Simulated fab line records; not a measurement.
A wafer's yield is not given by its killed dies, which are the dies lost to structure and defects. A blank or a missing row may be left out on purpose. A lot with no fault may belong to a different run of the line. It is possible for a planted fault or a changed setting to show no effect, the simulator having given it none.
Matching of chambers || flow n5 finfet || N5_BEOL_M0_SAQP_ETCH_88 on rie diel-01: 4 sister chambers
The step etches underlayer in N2/H2, target depth 6.5 nm, time 5.2 s. 7 wafers are shown with their chamber, then 9 later ones without.

## EACH WAFER AND ITS CHAMBER
{"wafer": "L080.4", "chamber": 2, "showerhead plenum p Torr (Torr)": 2.47, "drypump motor current A (A)": 4.9}
{"wafer": "L082.1", "chamber": 1, "showerhead plenum p Torr (Torr)": 2.56, "drypump motor current A (A)": 5.6}
{"wafer": "L084.2", "chamber": 0, "showerhead plenum p Torr (Torr)": 2.69, "drypump motor current A (A)": 5.8}
{"wafer": "L084.6", "chamber": 3, "showerhead plenum p Torr (Torr)": 2.59, "drypump motor current A (A)": 5.5}
{"wafer": "L087.1", "chamber": 0, "showerhead plenum p Torr (Torr)": 2.68, "drypump motor current A (A)": 5.8}
{"wafer": "L087.2", "chamber": 3, "showerhead plenum p Torr (Torr)": 2.59, "drypump motor current A (A)": 5.5}
{"wafer": "L087.3", "chamber": 1, "showerhead plenum p Torr (Torr)": 2.55, "drypump motor current A (A)": 5.7}

## WAFERS WITHOUT THEIR CHAMBER
{"wafer": "L088.2", "showerhead plenum p Torr (Torr)": 2.69, "drypump motor current A (A)": 5.8}
{"wafer": "L088.5", "showerhead plenum p Torr (Torr)": 2.58, "drypump motor current A (A)": 5.5}
{"wafer": "L088.6", "showerhead plenum p Torr (Torr)": 2.69, "drypump motor current A (A)": 5.8}
{"wafer": "L090.2", "showerhead plenum p Torr (Torr)": 2.46, "drypump motor current A (A)": 4.9}
{"wafer": "L090.3", "showerhead plenum p Torr (Torr)": 2.68, "drypump motor current A (A)": 5.8}
{"wafer": "L090.6", "showerhead plenum p Torr (Torr)": 2.46, "drypump motor current A (A)": 4.9}
{"wafer": "L092.2", "showerhead plenum p Torr (Torr)": 2.68, "drypump motor current A (A)": 5.8}
{"wafer": "L092.4", "showerhead plenum p Torr (Torr)": 2.46, "drypump motor current A (A)": 4.9}
{"wafer": "L092.5", "showerhead plenum p Torr (Torr)": 2.58, "drypump motor current A (A)": 5.5}

## CHAMBER TAKEN BY EACH
{"wafer": "L088.2", "from the rows above": 0, "in truth": 0}
{"wafer": "L088.5", "from the rows above": 3, "in truth": 3}
{"wafer": "L088.6", "from the rows above": 0, "in truth": 0}
{"wafer": "L090.2", "from the rows above": 2, "in truth": 2}
{"wafer": "L090.3", "from the rows above": 0, "in truth": 0}
{"wafer": "L090.6", "from the rows above": 2, "in truth": 2}
{"wafer": "L092.2", "from the rows above": 0, "in truth": 0}
{"wafer": "L092.4", "from the rows above": 2, "in truth": 2}
{"wafer": "L092.5", "from the rows above": 3, "in truth": 3}
9 of 9 placed correctly. Number that these rows cannot place: 0. Number placed wrongly: 0.
How it was worked out, from the rows above alone: a wafer's distance from a chamber is the root of the sum, over the readings, of the square of ((its reading less the chamber's mean) divided by the reading's scatter). If the next closest chamber is less than 2 further off than the closest, the wafer can't be placed; otherwise it belongs to the closest. For every chamber, the mean is computed from those of its wafers that are shown. The scatter: take each reading less its chamber's mean, square it, sum over the shown wafers, divide by the number of wafers less the number of chambers, and take the root.
